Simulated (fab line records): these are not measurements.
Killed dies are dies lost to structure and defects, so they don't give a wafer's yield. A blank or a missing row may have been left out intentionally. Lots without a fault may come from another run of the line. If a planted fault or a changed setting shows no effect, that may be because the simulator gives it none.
A lot that was struck, set against a sound lot || flow n5_finfet || 37 out of 1938 route steps
Sound: wafers L957.3, L957.5, L957.6. The struck wafers were L945.3, L945.4, L945.5. The cause is named last.
Order at every step that has rows: each side's tool, ch and its chambers, its first start. Under that, the readings that differ: sound wafers || struck wafers || difference of the means || sigmas: that difference in standard deviations of wafers without a fault.
alike: words and numbers the same on both sides, and readings whose means are apart by under 2 such deviations; not compared: readings that were withheld, readings missing a value for some wafer, numbers with overlapping values and no deviation given by the record, and bounds like >300 which may hide the same value.
Wherever a step has rows on one side only, a row that says differs or no value, or a row with sigmas, the two part there. When numbers do not overlap yet have no deviation, they are printed without sigmas and do not part them. A reading missing from all wafers of one side parts the sides only when that side holds two or more wafers.

first, 9 steps without rows for these wafers: N5_WELL_APT_COAT_19 (resist thk 950 nm); N5_WELL_APT_EBR_21; N5_WELL_APT_SOFTBAKE_20 (time 60 s); N5_WELL_APT_EXPOSE_22 (exposes mask PWELL, defocus 0 nm, target cd 200 nm); N5_WELL_APT_PEB_23 (peb time 90 s); N5_WELL_APT_DEVELOP_24 (develop time 45 s); N5_WELL_APT_HARDBAKE_29 (time 120 s); N5_WELL_APT_DESCUM_30 (chemistry O2, time 7.9 s); N5_WELL_APT_IMPLANT_31.
N5_WELL_APT_IMPLANT_32:
  sound on implanter-02 ch 0, day 6 15:31; struck on implanter-01 ch 0, day 3 15:16
{"reading": "beam_energy_keV", "sound": "49.993 49.944 49.992", "struck": "79.893 79.872 79.875", "difference": "+29.904", "sigmas": "+99 or more"}
{"reading": "model.implant.rp_nm (nm)", "sound": "37.97 37.97 37.97", "struck": "59.12 59.12 59.12", "difference": "+21.15", "sigmas": ""}
{"reading": "model.implant.drp_nm (nm)", "sound": "18.55 18.55 18.55", "struck": "26.19 26.19 26.19", "difference": "+7.64", "sigmas": ""}
  alike: tilt_deg
then, 25 steps without rows for these wafers: N5_WELL_APT_STRIP_33 (strips in SPM, time 900 s); N5_WELL_APT_RTA_34 (time 10 s); N5_WELL_APT_OXIDE_STRIP_42 (strips SiO2 in dHF, time 45 s, target depth 12 nm); N5_WELL_APT_PRECLEAN_36 (cleans in O3/DIW, time 45 s); N5_WELL_APT_PRECLEAN_39 (cleans in dHF, time 60 s); N5_WELL_APT_SRD_37 (time 30 s); N5_WELL_APT_EPI_41 (deposits Si from SiH4/H2, target thk 50 nm, time 297.7 s); N5_PMOS_HMC_CHANNEL_EPI_HM_DEP_34 (deposits SiO2 from TEOS/O2, target thk 36 nm, time 6.9 s); N5_PMOS_HMC_CHANNEL_EPI_COAT_31 (time 60 s, resist thk 66 nm); N5_PMOS_HMC_CHANNEL_EPI_COAT_03 (resist thk 205 nm); N5_PMOS_HMC_CHANNEL_EPI_EBR_05; N5_PMOS_HMC_CHANNEL_EPI_SOFTBAKE_04 (time 60 s); N5_PMOS_HMC_CHANNEL_EPI_EXPOSE_06 (exposes mask PMOS HMC BLK, target cd 240 nm); N5_PMOS_HMC_CHANNEL_EPI_PEB_07 (peb time 60 s); N5_PMOS_HMC_CHANNEL_EPI_DEVELOP_08 (develop time 30 s); N5_PMOS_HMC_CHANNEL_EPI_DESCUM_14 (chemistry O2, time 7.9 s); N5_PMOS_HMC_CHANNEL_EPI_ETCH_32 (etches BARC in N2/H2, stops on SiO2, target depth 85.8 nm, time 50.3 s); N5_PMOS_HMC_CHANNEL_EPI_HM_OPEN_15 (chemistry CHF3/O2, target SiO2, target depth 40.6 nm, time 20.3 s); N5_PMOS_HMC_CHANNEL_EPI_STRIP_33 (strips in N2/H2); N5_PMOS_HMC_CHANNEL_EPI_STRIP_17 (strips in SPM, time 750 s); N5_PMOS_HMC_CHANNEL_EPI_ETCH_38 (etches SiO2 in CF4, target depth 1.5 nm); N5_PMOS_HMC_CHANNEL_EPI_FIN_RECESS_16 (chemistry HBr/Cl2, target Si, target depth 54 nm, time 18 s); N5_PMOS_HMC_CHANNEL_EPI_PRECLEAN_36 (cleans in O3/DIW, time 45 s); N5_PMOS_HMC_CHANNEL_EPI_PRECLEAN_18 (cleans in DHF, time 30 s); N5_PMOS_HMC_CHANNEL_EPI_SRD_19 (time 30 s).
-- a jump in the record: the struck wafers' starts before and after are 7 days apart (it breaks off in module PMOS_HMC_CHANNEL_EPI and resumes in module BEOL_M4, where the first step shown is number 1111 of the route) --
N5_BEOL_M4_RC_MEAS_101:
  sound on prober-02 ch 0, day 13 17:47; struck on prober-01 ch 0, day 10 22:42
{"reading": "CJ_N", "sound": "4.21 4.21 4.23", "struck": "2.93 2.87 2.86", "difference": -1.33, "sigmas": -16}
{"reading": "RS_PWELL (ohm/sq)", "sound": "2984 3004 2966", "struck": "2551 2588 2579", "difference": -412, "sigmas": -19}
  alike: DIBL_N, DIBL_P, IOFF_N, IOFF_N_LONG, IOFF_P, ION_N, ION_P, SS_N, SS_P, VT_N, VT_P
-- record jumps: 4 days separate the struck wafers' starts on either side; left off in module BEOL_M4, taken up again in module PASSIVATION, whose first shown step is the route's number 1936 --
N5_PASSIVATION_PROBE_49:
  sound on prober-02 at day 18 13:09; struck on prober-02 at day 15 10:17
  alike: defect_limited_yield, killed_at_M0_to_M3, killed_at_M4_up, killed_at_contacts, killed_at_front_end, killed_at_other, killed_dies, killed_open, killed_short, sort_bin_4_leakage, sort_bin_5_function, sort_bin_6_memory, sort_n_pass, sort_yield_pct

## WHERE THEY PART
Earliest at N5_WELL_APT_IMPLANT_32; latest, in this record, at N5_BEOL_M4_RC_MEAS_101. Later steps at which nothing parts them and some readings are alike: N5_PASSIVATION_PROBE_49.

WHY: what had been put in by the simulator
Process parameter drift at N5_WELL_APT_IMPLANT_32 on implanter-01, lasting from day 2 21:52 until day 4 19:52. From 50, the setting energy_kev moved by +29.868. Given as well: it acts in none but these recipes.
